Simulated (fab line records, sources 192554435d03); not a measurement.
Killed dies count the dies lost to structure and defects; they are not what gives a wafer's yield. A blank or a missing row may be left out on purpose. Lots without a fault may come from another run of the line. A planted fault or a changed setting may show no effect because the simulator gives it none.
Matching of chambers :: flow n5-finfet :: N5_GATE_CUT_CMP_43 on cmp-04: 4 sister chambers
The step polishes SiO2. 4 wafers are shown with their chamber, then 9 later ones without.

## WAFERS, EACH WITH ITS CHAMBER
wafer: L088.1
chamber: 0
motor-current-A (A): 12.9

wafer: L092.1
chamber: 3
motor-current-A (A): 13.9

wafer: L092.3
chamber: 2
motor-current-A (A): 13.5

wafer: L092.5
chamber: 1
motor-current-A (A): 13.4

## WAFERS MISSING THEIR CHAMBER
wafer: L094.1
motor-current-A (A): 13.6

wafer: L094.4
motor-current-A (A): 13.7

wafer: L094.5
motor-current-A (A): 13.1

wafer: L095.3
motor-current-A (A): 13.1

wafer: L095.5
motor-current-A (A): 13.0

wafer: L095.6
motor-current-A (A): 14.3

wafer: L096.1
motor-current-A (A): 13.5

wafer: L096.5
motor-current-A (A): 12.7

wafer: L096.6
motor-current-A (A): 13.2

## THE CHAMBER EACH PASSED THROUGH
wafer: L094.1
from the rows above: can't be placed: 2 or 1 or 3
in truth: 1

wafer: L094.4
from the rows above: can't be placed: 2 or 3 or 1
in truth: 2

wafer: L094.5
from the rows above: can't be placed: 0 or 1 or 2
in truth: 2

wafer: L095.3
from the rows above: can't be placed: 0 or 1 or 2
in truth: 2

wafer: L095.5
from the rows above: can't be placed: 0 or 1 or 2
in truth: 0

wafer: L095.6
from the rows above: can't be placed: 3 or 2
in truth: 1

wafer: L096.1
from the rows above: can't be placed: 2 or 1 or 3
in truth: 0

wafer: L096.5
from the rows above: 0
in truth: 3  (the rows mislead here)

wafer: L096.6
from the rows above: can't be placed: 1 or 0 or 2
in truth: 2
Correct placement for 0 of the 9. Not placeable from these rows: 8 (in 6, the candidates include the true chamber). Number placed wrongly: 1.
How it was worked out, from the rows above alone: a wafer's distance from a chamber is the root of the sum, over the readings, of the square of ((its reading less the chamber's mean) divided by the reading's scatter). The wafer belongs to the nearest chamber; if the next one is less than 2 further off, it can't be placed. The mean given for a chamber averages the wafers shown for that chamber. The scatter (one wafer shown for each chamber): square how far every hidden wafer sits from the nearest shown wafer, average those squares and take the square root.
